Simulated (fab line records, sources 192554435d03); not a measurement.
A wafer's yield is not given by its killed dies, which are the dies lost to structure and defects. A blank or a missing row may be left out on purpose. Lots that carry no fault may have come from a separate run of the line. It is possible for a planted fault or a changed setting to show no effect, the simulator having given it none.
Matching of chambers ; flow n5_finfet ; N5_BEOL_M5_CO_CAP_78 on cvd_co-02: 3 sister chambers
The step material Co, precursor CCTBA/H2, target thk 2 nm, time 102.1 s. 3 wafers are shown with their chamber, then 12 later ones without.

WAFERS PAIRED WITH THEIR CHAMBERS
wafer;chamber;heater_power_w (W)
L093.1;2;272
L092.2;0;230
L092.6;1;231

WAFERS MISSING THEIR CHAMBER
wafer;heater_power_w (W)
L094.1;237
L094.5;269
L094.6;239
L096.1;242
L096.2;272
L096.5;239
L095.2;239
L095.3;260
L095.5;239
L097.2;242
L097.3;266
L097.6;243

CHAMBER TAKEN BY EACH
wafer;from the rows above;in truth
L094.1;can't be placed: 1 or 0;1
L094.5;2;2
L094.6;can't be placed: 1 or 0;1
L096.1;can't be placed: 1 or 0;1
L096.2;2;2
L096.5;can't be placed: 1 or 0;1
L095.2;can't be placed: 1 or 0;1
L095.3;can't be placed: 2 or 1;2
L095.5;can't be placed: 1 or 0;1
L097.2;can't be placed: 1 or 0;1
L097.3;2;2
L097.6;can't be placed: 1 or 0 or 2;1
3 of 12 placed correctly. Unplaceable from these rows: 9, with the true chamber sitting among the candidates in 9. Wrongly placed: 0.
How it was worked out, from the rows above alone: a wafer's distance from a chamber is the root of the sum, over the readings, of the square of ((its reading less the chamber's mean) divided by the reading's scatter). The wafer belongs to the nearest chamber; if the next one is less than 2 further off, it can't be placed. A chamber's mean is the mean of its shown wafers. The scatter (one wafer shown for each chamber): square how far every hidden wafer sits from the nearest shown wafer, average those squares and take the square root.
